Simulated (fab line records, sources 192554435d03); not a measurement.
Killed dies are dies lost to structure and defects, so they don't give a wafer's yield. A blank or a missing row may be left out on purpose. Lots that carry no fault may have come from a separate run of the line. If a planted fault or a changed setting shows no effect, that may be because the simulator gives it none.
fab line records	flow n5Finfet	part 1 of 2: steps 1 to 22 of 27
[record] lots = 5	wafers = 15	lastDay = 16
route steps=1938 shown BEOL_M7@1283
lots that met no fault: from a run of the same line without faults
startH: hours from the record's first day to the start of the lot's first wafer shown	waitH: time in hours since the lot's previous step	" repeats the value in the row above	L1.1+2: a single row standing in for several wafers	- no value present, or no start provided	* or withheld: withheld	< > ~ a bound
route shown NAME@n: a module of which the file shows steps, and the number in the route of the first	usual: mean/standard deviation taken from wafers without a fault	same: alike in all rows	chamber/n: place in a boat	sites: each site's reading	_std_site: the values' standard deviation	_edge_site: the outer-site mean with the inner-site mean subtracted	radiusMm: for every site, how far away it sits from the centre of the wafer	mask NAME#n: copy n	behind: the tool/chamber that last shaped the wafer	hold: why the lot was held/for how many hours/how that ended	device: names the non-switching transistor (n, p or np)	end of line: the same wafers' tests at the end of the route	for a step that has no rows: nothing shown but its recipe	killed: the dies lost at the first sort to structure and to defects; this is not the yield of the wafer	map: a wafer's dies, x killed, . not, _ none there
set.NAME: setting as actually run; set.NAME@STEP: the setting as run at that earlier step	model.NAME: the simulator's own value behind a step, which no gauge read
a table for each step, a row for each wafer; lots at some steps of the route
services: from which hour (startH, from the record's first day; less than 0 if before it) a tool's chamber was out of use, for how many hours, and why
[[steps]]
[step N5_BEOL_M7_STRIP_67]
[recipe] chemistry = CF4	resist = SiARC	powerW = 300	biasPowerW = 75	pressureMtorr = 50	cf4FlowSccm = 150	rfFrequencyHz = 6e+07
[usual] drypumpMotorCurrentA = 5.6/0.43	oesProductAu = 0.79/0.085	rfVppV = 271.3/1.6	showerheadPlenumPTorr = 1.80/0.049	throttleValvePct = 13.67/0.21
lot.wafer	tool	chamber	startH	waitH	drypumpMotorCurrentA	oesProductAu	rfHoursCounterH	rfVppV	showerheadPlenumPTorr	throttleValvePct
L075.2	rieDiel-03	2	211.32	0.0	5.3	0.90	14	269.9	1.77	13.16
L075.4	"	1	"	"	5.4	0.89	31	272.7	1.88	13.48
L075.6	"	2	"	"	5.3	0.89	-	270.9	1.77	13.16
L084.2	rieDiel-04	1	264.38	0.0	5.2	0.69	231	269.7	1.76	13.67
L084.3	"	0	"	"	5.9	0.70	213	270.9	1.77	13.93
L084.5	"	0	"	"	5.9	0.70	-	270.7	1.77	13.93
L089.2	rieDiel-04	1	297.98	0.0	5.3	0.69	242	269.8	1.76	13.69
L089.3	"	2	"	"	5.7	0.95	11	272.1	1.91	13.50
L089.4	"	2	"	"	5.7	0.95	-	273.8	1.91	13.50
L088.2	rieDiel-03	3	302.55	0.0	6.4	0.83	81	272.2	1.80	13.63
L088.3	"	0	"	"	5.1	0.71	230	271.2	1.79	13.87
L088.6	"	3	"	"	6.3	0.83	-	271.1	1.80	13.63
L092.4	rieDiel-03	0	311.10	0.0	5.1	0.70	-	271.6	1.79	13.88
L092.5	"	3	"	"	6.4	0.83	-	270.3	1.80	13.63
L092.6	"	1	"	"	5.4	0.85	-	274.6	1.88	13.54
[step N5_BEOL_M7_HM_OPEN_17]
[recipe] chemistry = Cl2/BCl3	targetDepthA = 200	overetchA = 60	target = TiN	maskMaterial = SOC	ionEnergyEv = 150	pressureMtorr = 10	icpW = 1000	biasW = 126	Cl2_flow_sccm = 53.25	bcl3FlowSccm = 21.75	Ar_flow_sccm = 25
[usual] drypumpMotorCurrentA = 5.7/0.58	oes_ar_750_au = 0.83/0.1	oesProductAu = 0.71/0.087	throttleValvePct = 22.02/0.2
lot.wafer	tool	chamber	startH	waitH	drypumpMotorCurrentA	oes_ar_750_au	oesProductAu	rfHoursCounterH	throttleValvePct
L075.2	rieMetal-02	0	211.36	0.0	6.0	0.93	0.79	2	22.12
L075.4	"	1	"	"	6.6	0.68	0.57	-	21.91
L075.6	"	1	"	"	6.6	0.68	0.58	-	21.92
L084.2	rieMetal-01	0	264.42	0.0	6.0	0.68	0.61	72	21.83
L084.3	"	1	"	"	4.7	0.90	0.76	-	21.93
L084.5	"	0	"	"	6.0	0.68	0.60	-	21.85
L089.2	rieMetal-01	1	298.02	0.0	4.8	0.89	0.75	18	21.95
L089.3	"	0	"	"	6.1	0.68	0.60	-	21.85
L089.4	"	1	"	"	4.7	0.89	0.75	-	21.96
L088.2	rieMetal-02	1	302.59	0.0	6.6	0.67	0.56	88	21.92
L088.3	"	0	"	"	6.0	0.88	0.75	-	22.13
L088.6	"	1	"	"	6.6	0.67	0.56	-	21.92
L092.4	rieMetal-01	0	311.16	0.1	6.0	0.68	0.60	-	21.86
L092.5	"	1	"	"	4.7	0.89	0.75	-	21.96
L092.6	"	0	"	"	6.1	0.68	0.59	-	21.88
[step N5_BEOL_M7_STRIP_19]
[recipe] chemistry = O2	powerW = 400	tempC = 40	pressureMtorr = 30	rfFrequencyHz = 6e+07	biasPowerW = 0	overashFraction = 0.2	o2FlowSccm = 225
[usual] drypumpMotorCurrentA = 5.6/0.42	o2FlowSccm = 225.1/0.7	oesProductAu = 0.78/0.084	rfVppV = 3.6/0.59	showerheadPlenumPTorr = 2.09/0.069	throttleValvePct = 16.80/0.21
[same] overashFraction = 0.2
lot.wafer	tool	chamber	startH	waitH	drypumpMotorCurrentA	o2FlowSccm	oesProductAu	rfHoursCounterH	rfVppV	showerheadPlenumPTorr	throttleValvePct
L075.2	rieDiel-04	0	211.47	0.1	5.9	224.9	0.71	191	4.4	2.10	17.04
L075.4	"	3	"	"	5.2	226.4	0.85	47	4.2	2.06	16.68
L075.6	"	1	"	"	5.3	225.7	0.70	-	4.1	2.07	16.67
L084.2	rieDiel-03	2	264.54	0.1	5.3	224.5	0.88	24	3.9	2.06	16.29
L084.3	"	3	"	"	6.3	224.4	0.86	71	4.0	2.14	16.88
L084.5	"	3	"	"	6.3	224.6	0.86	-	3.3	2.14	16.87
L089.2	rieDiel-03	3	298.20	0.1	6.4	226.1	0.86	79	3.0	2.13	16.88
L089.3	"	1	"	"	5.4	224.8	0.85	51	4.3	2.23	16.78
L089.4	"	1	"	"	5.3	225.0	0.86	-	4.7	2.23	16.77
L088.2	rieDiel-03	1	302.70	0.1	5.4	224.7	0.84	53	4.1	2.23	16.78
L088.3	"	0	"	"	5.1	224.8	0.70	230	3.1	2.06	16.76
L088.6	"	0	"	"	5.1	224.8	0.71	-	3.6	2.06	16.78
L092.4	rieDiel-04	3	311.24	0.1	5.1	225.0	0.81	82	4.3	2.05	16.74
L092.5	"	1	"	"	5.2	223.7	0.68	-	4.7	2.06	16.73
L092.6	"	2	"	"	5.7	225.9	0.93	-	2.8	2.25	16.82
[step N5_BEOL_M7_CD_MEAS_18]
[recipe] pitchNm = 80	targetCdNm = 40
[usual] cdNm = 39.9/0.8
lot.wafer	tool	chamber	startH	waitH	cdNm
L075.2	cdSem-02	-	211.55	0.1	41.0
L075.4	"	-	"	"	40.6
L075.6	"	-	"	"	41.1
L084.2	cdSem-01	-	264.61	0.1	39.0
L084.3	"	-	"	"	39.9
L084.5	"	-	"	"	39.4
L089.2	cdSem-03	-	298.27	0.1	40.5
L089.3	"	-	"	"	41.3
L089.4	"	-	"	"	41.1
L088.2	cdSem-01	-	302.77	0.1	40.2
L088.3	"	-	"	"	38.8
L088.6	"	-	"	"	40.0
L092.4	cdSem-01	-	311.31	0.1	39.1
L092.5	"	-	"	"	40.1
L092.6	"	-	"	"	40.9
[step N5_BEOL_M7_COAT_63]
[recipe] resist = SOC	tempC = 250	timeS = 60	spinRpm = 1500	resistThkNm = 60
[same] timeS = 60
lot.wafer	tool	chamber	startH	waitH
L075.2+4+6	lithoTrack-04	0	211.58	0.0
L084.2+3+5	lithoTrack-05	0	264.76	0.1
L089.2+3+4	lithoTrack-05	0	298.41	0.1
L088.2+3+6	lithoTrack-05	0	302.81	0.0
L092.4+5+6	lithoTrack-04	0	311.35	0.0
[step N5_BEOL_M7_COAT_64]
[recipe] resist = SiARC	tempC = 220	timeS = 60	spinRpm = 1500	resistThkNm = 12
[same] timeS = 60
lot.wafer	tool	chamber	startH	waitH
L075.2+4+6	lithoTrack-04	0	-	-
L084.2+3+5	lithoTrack-05	0	-	-
L089.2+3+4	lithoTrack-05	0	-	-
L088.2+3+6	lithoTrack-05	0	-	-
L092.4+5+6	lithoTrack-04	0	-	-
[step N5_BEOL_M7_COAT_71]
[recipe] resist = underlayer	tempC = 205	timeS = 60	spinRpm = 1500	resistThkNm = 5
[same] timeS = 60
lot.wafer	tool	chamber	startH	waitH
L075.2+4+6	lithoTrack-04	0	-	-
L084.2+3+5	lithoTrack-05	0	-	-
L089.2+3+4	lithoTrack-05	0	-	-
L088.2+3+6	lithoTrack-05	0	-	-
L092.4+5+6	lithoTrack-04	0	-	-
[step N5_BEOL_M7_COAT_22]
[recipe] resist = CAR-EUV	spinRpm = 1500	resistThkNm = 30
lot.wafer	tool	chamber	startH	waitH
L075.2+4+6	lithoTrack-04	0	-	-
L084.2+3+5	lithoTrack-05	0	-	-
L089.2+3+4	lithoTrack-05	0	-	-
L088.2+3+6	lithoTrack-05	0	-	-
L092.4+5+6	lithoTrack-04	0	-	-
[step N5_BEOL_M7_EBR_24]
[recipe] solvent = PGMEA	ebrWidthMm = 1.5
lot.wafer	tool	chamber	startH	waitH
L075.2+4+6	lithoTrack-04	0	-	-
L084.2+3+5	lithoTrack-05	0	-	-
L089.2+3+4	lithoTrack-05	0	-	-
L088.2+3+6	lithoTrack-05	0	-	-
L092.4+5+6	lithoTrack-04	0	-	-
[step N5_BEOL_M7_SOFTBAKE_23]
[recipe] tempC = 110	timeS = 60	resist = CAR-EUV
[same] timeS = 60
lot.wafer	tool	chamber	startH	waitH
L075.2+4+6	lithoTrack-04	0	-	-
L084.2+3+5	lithoTrack-05	0	-	-
L089.2+3+4	lithoTrack-05	0	-	-
L088.2+3+6	lithoTrack-05	0	-	-
L092.4+5+6	lithoTrack-04	0	-	-
[step N5_BEOL_M7_EXPOSE_25]
[recipe] maskId = V6	na = 0.33	sourceShape = annular	sigmaInner = 0.4	sigmaOuter = 0.8	polarization = unpolarized	targetCdNm = 40	doseMj = 42.5
lot.wafer	tool	chamber	startH	waitH	mask
L075.2+4+6	euvScanner-01	0	211.73	-	V6#0
L084.2+3+5	euvScanner-01	0	264.90	-	V6#0
L089.2+3+4	euvScanner-01	0	298.55	-	V6#0
L088.2+3+6	euvScanner-02	0	303.08	-	V6#0
L092.4+5+6	euvScanner-02	0	311.63	-	V6#0
[step N5_BEOL_M7_PEB_26]
[recipe] pebTempC = 100	pebTimeS = 60	resist = CAR-EUV
lot.wafer	tool	chamber	startH	waitH
L075.2+4+6	lithoTrack-03	0	211.78	0.1
L084.2+3+5	lithoTrack-04	0	264.96	0.1
L089.2+3+4	lithoTrack-04	0	298.61	0.1
L088.2+3+6	lithoTrack-04	0	303.14	0.1
L092.4+5+6	lithoTrack-05	0	311.68	0.0
[step N5_BEOL_M7_DEVELOP_27]
[recipe] developTimeS = 30	developer = TMAH	resist = CAR-EUV	rinseLiquid = surfactantRinse	dry = airSpin	devTempC = 23
lot.wafer	tool	chamber	startH	waitH
L075.2+4+6	lithoTrack-03	0	-	-
L084.2+3+5	lithoTrack-04	0	-	-
L089.2+3+4	lithoTrack-04	0	-	-
L088.2+3+6	lithoTrack-04	0	-	-
L092.4+5+6	lithoTrack-05	0	-	-
[step N5_BEOL_M7_CD_MEAS_28]
[recipe] targetCdNm = 40	landingEnergyEv = 500	detector = seInlens
[usual] cdNm = 39.96/0.23
lot.wafer	tool	chamber	startH	waitH	cdNm
L075.2	cdSem-02	0	211.85	-	40.09
L075.4	"	0	"	"	39.77
L075.6	"	0	"	"	39.97
L084.2	cdSem-01	0	265.03	-	40.10
L084.3	"	0	"	"	40.34
L084.5	"	0	"	"	40.58
L089.2	cdSem-03	0	298.68	-	39.65
L089.3	"	0	"	"	39.78
L089.4	"	0	"	"	39.62
L088.2	cdSem-02	0	303.21	-	40.29
L088.3	"	0	"	"	40.19
L088.6	"	0	"	"	40.18
L092.4	cdSem-03	0	311.74	-	40.05
L092.5	"	0	"	"	40.31
L092.6	"	0	"	"	40.15
[step N5_BEOL_M7_OVL_MEAS_29]
[recipe] pointsPerWafer = 522
[usual] V6_OVL = -0.7/0.64
lot.wafer	tool	chamber	startH	waitH	V6_OVL[nm]
L075.2	overlay-02	0	211.89	0.0	-0.2
L075.4	"	0	"	"	-1.4
L075.6	"	0	"	"	-0.5
L084.2	overlay-02	0	265.06	0.0	-1.1
L084.3	"	0	"	"	0.3
L084.5	"	0	"	"	-1.5
L089.2	overlay-02	0	298.72	0.0	-0.6
L089.3	"	0	"	"	-1.2
L089.4	"	0	"	"	-1.5
L088.2	overlay-01	0	303.24	0.0	-1.7
L088.3	"	0	"	"	-1.8
L088.6	"	0	"	"	-1.6
L092.4	overlay-02	0	311.79	0.0	0.4
L092.5	"	0	"	"	-0.5
L092.6	"	0	"	"	0.6
[step N5_BEOL_M7_INSPECT_30]
[recipe] mode = adi	inspectInstrument = brightfield
[usual] rawDefectCount = 394/78
lot.wafer	tool	chamber	startH	waitH	rawDefectCount
L075.2	defectInspect-02	-	211.94	0.0	333
L075.4	"	-	"	"	281
L075.6	"	-	"	"	440
L084.2	defectInspect-01	-	265.11	0.0	289
L084.3	"	-	"	"	368
L084.5	"	-	"	"	304
L089.2	defectInspect-01	-	298.77	0.0	352
L089.3	"	-	"	"	370
L089.4	"	-	"	"	445
L088.2	defectInspect-01	-	303.29	0.0	479
L088.3	"	-	"	"	435
L088.6	"	-	"	"	478
L092.4	defectInspect-02	-	311.83	0.0	379
L092.5	"	-	"	"	284
L092.6	"	-	"	"	321
[step N5_BEOL_M7_DESCUM_33]
[recipe] chemistry = O2	timeS = 7	sourcePowerW = 50	biasPowerW = 20	pressureMtorr = 20	rfFrequencyHz = 2.712e+07	tempC = 40	resist = CAR-EUV	o2FlowSccm = 225
[usual] drypumpMotorCurrentA = 5.6/0.44	o2FlowSccm = 225.0/0.64	oesProductAu = 0.79/0.081	rfVppV = 243.2/1.2	showerheadPlenumPTorr = 2.09/0.067	throttleValvePct = 20.49/0.21
[same] timeS = 7
lot.wafer	tool	chamber	startH	waitH	drypumpMotorCurrentA	o2FlowSccm	oesProductAu	rfHoursCounterH	rfVppV	showerheadPlenumPTorr	throttleValvePct
L075.2	rieDiel-06	0	211.97	0.0	5.2	224.6	0.82	80	242.4	2.02	20.17
L075.4	"	1	"	"	5.7	224.9	0.74	183	241.3	2.08	20.62
L075.6	"	3	"	"	6.2	226.2	0.87	-	242.9	2.12	20.26
L084.2	rieDiel-03	1	265.15	0.0	5.4	224.5	0.86	42	244.4	2.23	20.53
L084.3	"	0	"	"	5.1	225.0	0.71	219	241.7	2.06	20.47
L084.5	"	3	"	"	6.3	224.9	0.86	-	243.8	2.13	20.70
L089.2	rieDiel-04	0	298.83	0.1	5.9	224.9	0.69	225	242.8	2.08	20.82
L089.3	"	1	"	"	5.3	224.3	0.68	243	242.3	2.06	20.41
L089.4	"	2	"	"	5.7	224.8	0.95	-	245.4	2.25	20.71
L088.2	rieDiel-03	3	303.69	0.4	6.4	224.2	0.85	82	243.5	2.13	20.71
L088.3	"	1	"	"	5.4	224.6	0.84	54	245.5	2.23	20.56
L088.6	"	0	"	"	5.1	224.8	0.69	-	242.1	2.06	20.47
L092.4	rieDiel-06	2	311.96	0.1	6.1	226.2	0.96	6	242.4	2.05	20.30
L092.5	"	2	"	"	6.0	225.5	0.94	-	243.7	2.05	20.31
L092.6	"	1	"	"	5.7	225.3	0.73	-	244.1	2.06	20.66
[step N5_BEOL_M7_ETCH_72]
[recipe] chemistry = N2/H2	target = underlayer	targetDepthA = 65	maskMaterial = CAR-EUV	timeS = 5.2	ionEnergyEv = 200	pressureMtorr = 30	sourceW = 840	biasW = 150	n2FlowSccm = 200	h2FlowSccm = 200	ends = cleared
[usual] drypumpMotorCurrentA = 5.7/0.43	etchRfOnTimeS = 5.27/0.18	oesProductAu = 0.67/0.07	rfVppV = 524.0/2.3	showerheadPlenumPTorr = 2.55/0.078	throttleValvePct = 17.97/0.27
lot.wafer	tool	chamber	startH	waitH	drypumpMotorCurrentA	etchRfOnTimeS	oesProductAu	rfHoursCounterH	rfVppV	showerheadPlenumPTorr	throttleValvePct
L075.2	rieDiel-06	0	212.01	0.0	5.2	5.64	0.68	80	518.7	2.45	17.55
L075.4	"	1	"	"	5.7	5.17	0.63	183	523.1	2.53	18.08
L075.6	"	3	"	"	6.2	5.21	0.75	-	524.8	2.59	17.80
L084.2	rieDiel-03	1	265.18	0.0	5.4	5.47	0.71	42	528.3	2.68	17.83
L084.3	"	0	"	"	5.1	5.41	0.60	219	522.9	2.53	18.12
L084.5	"	3	"	"	6.3	4.99	0.73	-	526.0	2.61	18.42
L089.2	rieDiel-04	0	298.86	0.0	5.9	5.12	0.60	225	520.5	2.53	18.33
L089.3	"	1	"	"	5.2	5.12	0.60	243	523.7	2.49	17.86
L089.4	"	2	"	"	5.7	4.93	0.84	-	527.5	2.73	18.18
L088.2	rieDiel-03	3	303.72	0.0	6.4	4.96	0.73	82	524.1	2.61	18.44
L088.3	"	1	"	"	5.4	5.33	0.71	54	526.6	2.68	17.90
L088.6	"	0	"	"	5.1	5.30	0.59	-	521.3	2.53	18.12
L092.4	rieDiel-06	2	312.00	0.0	6.0	5.02	0.80	6	522.1	2.49	17.66
L092.5	"	2	"	"	6.0	5.06	0.80	-	523.9	2.49	17.67
L092.6	"	1	"	"	5.7	5.14	0.61	-	524.5	2.52	18.15
[step N5_BEOL_M7_ETCH_65]
[recipe] chemistry = CF4	target = SiARC	targetDepthA = 156	maskMaterial = CAR-EUV	timeS = 26	ionEnergyEv = 80	pressureMtorr = 40	sourceW = 545	biasW = 36	Ar_flow_sccm = 100	cf4FlowSccm = 100	ends = cleared
[usual] drypumpMotorCurrentA = 5.6/0.44	etchRfOnTimeS = 26.5/0.9	oesProductAu = 0.67/0.071	rfVppV = 184.1/1	showerheadPlenumPTorr = 2.14/0.059	throttleValvePct = 15.68/0.19
lot.wafer	tool	chamber	startH	waitH	drypumpMotorCurrentA	etchRfOnTimeS	oesProductAu	rfHoursCounterH	rfVppV	showerheadPlenumPTorr	throttleValvePct
L075.2	rieDiel-06	0	212.02	0.0	5.2	27.9	0.68	80	183.2	2.08	15.50
L075.4	"	1	"	"	5.7	26.5	0.61	183	182.6	2.12	15.84
L075.6	"	3	"	"	6.2	26.5	0.73	-	185.2	2.18	15.45
L084.2	rieDiel-03	1	265.20	0.0	5.4	27.2	0.72	42	185.7	2.26	15.61
L084.3	"	0	"	"	5.1	27.4	0.59	219	182.4	2.14	15.87
L084.5	"	3	"	"	6.4	24.8	0.74	-	184.9	2.17	15.73
L089.2	rieDiel-04	0	298.88	0.0	5.9	25.9	0.59	225	183.7	2.11	15.95
L089.3	"	1	"	"	5.3	26.0	0.58	243	184.1	2.11	15.70
L089.4	"	2	"	"	5.7	25.4	0.82	-	186.3	2.28	15.62
L088.2	rieDiel-03	3	303.74	0.0	6.4	25.0	0.73	82	185.1	2.17	15.75
L088.3	"	1	"	"	5.4	27.0	0.71	54	184.4	2.25	15.61
L088.6	"	0	"	"	5.1	27.1	0.58	-	182.8	2.13	15.88
L092.4	rieDiel-06	2	312.01	0.0	6.0	25.3	0.81	6	184.4	2.10	15.44
L092.5	"	2	"	"	6.1	25.3	0.81	-	183.2	2.10	15.46
L092.6	"	1	"	"	5.7	25.9	0.60	-	183.0	2.11	15.91
[step N5_BEOL_M7_ETCH_66]
[recipe] chemistry = N2/H2	target = SOC	targetDepthA = 800	overetchA = 160	maskMaterial = SiARC	tempC = 40	timeS = 120	ionEnergyEv = 200	pressureMtorr = 30	sourceW = 840	biasW = 150	n2FlowSccm = 200	h2FlowSccm = 200
[usual] drypumpMotorCurrentA = 5.7/0.44	oesProductAu = 0.60/0.059	rfVppV = 523.9/2.2	showerheadPlenumPTorr = 2.55/0.078	throttleValvePct = 17.93/0.27
[same] timeS = 120
lot.wafer	tool	chamber	startH	waitH	drypumpMotorCurrentA	oesProductAu	rfHoursCounterH	rfVppV	showerheadPlenumPTorr	throttleValvePct
L075.2	rieDiel-06	0	212.05	0.0	5.2	0.63	81	521.8	2.45	17.51
L075.4	"	1	"	"	5.7	0.56	183	523.1	2.53	18.05
L075.6	"	3	"	"	6.2	0.66	-	525.9	2.59	17.77
L084.2	rieDiel-03	1	265.23	0.0	5.4	0.66	42	528.4	2.68	17.80
L084.3	"	0	"	"	5.1	0.54	219	523.2	2.53	18.07
L084.5	"	3	"	"	6.4	0.65	-	524.1	2.61	18.37
L089.2	rieDiel-04	0	298.91	0.0	5.9	0.53	225	523.3	2.53	18.29
L089.3	"	1	"	"	5.3	0.52	243	522.2	2.49	17.81
L089.4	"	2	"	"	5.7	0.72	-	529.3	2.73	18.14
L088.2	rieDiel-03	3	303.77	0.0	6.4	0.63	82	523.7	2.61	18.42
L088.3	"	1	"	"	5.4	0.65	54	527.4	2.68	17.83
L088.6	"	0	"	"	5.1	0.54	-	521.6	2.53	18.09
L092.4	rieDiel-06	2	312.04	0.0	6.0	0.71	6	521.5	2.49	17.62
L092.5	"	2	"	"	6.0	0.71	-	521.7	2.49	17.62
L092.6	"	1	"	"	5.7	0.54	-	523.3	2.52	18.12
[step N5_BEOL_M7_STRIP_69]
[recipe] chemistry = N2/H2	tempC = 40	n2FlowSccm = 200	h2FlowSccm = 200	rfFrequencyHz = 6e+07
lot.wafer	tool	chamber	startH	waitH
L075.2+4+6	rieDiel-06	0,1,3	212.13	0.0
L084.2+3+5	rieDiel-03	1,0,3	265.31	0.0
L089.2+3+4	rieDiel-04	0,1,2	298.99	0.0
L088.2+3+6	rieDiel-03	3,1,0	303.85	0.0
L092.4+5+6	rieDiel-06	2,2,1	312.12	0.0
[step N5_BEOL_M7_STRIP_73]
[recipe] chemistry = N2/H2	tempC = 40	n2FlowSccm = 200	h2FlowSccm = 200	rfFrequencyHz = 6e+07
lot.wafer	tool	chamber	startH	waitH
L075.2+4+6	rieDiel-06	0,1,3	212.14	0.0
L084.2+3+5	rieDiel-03	1,0,3	265.32	0.0
L089.2+3+4	rieDiel-04	0,1,2	299.00	0.0
L088.2+3+6	rieDiel-03	3,1,0	303.86	0.0
L092.4+5+6	rieDiel-06	2,2,1	312.13	0.0
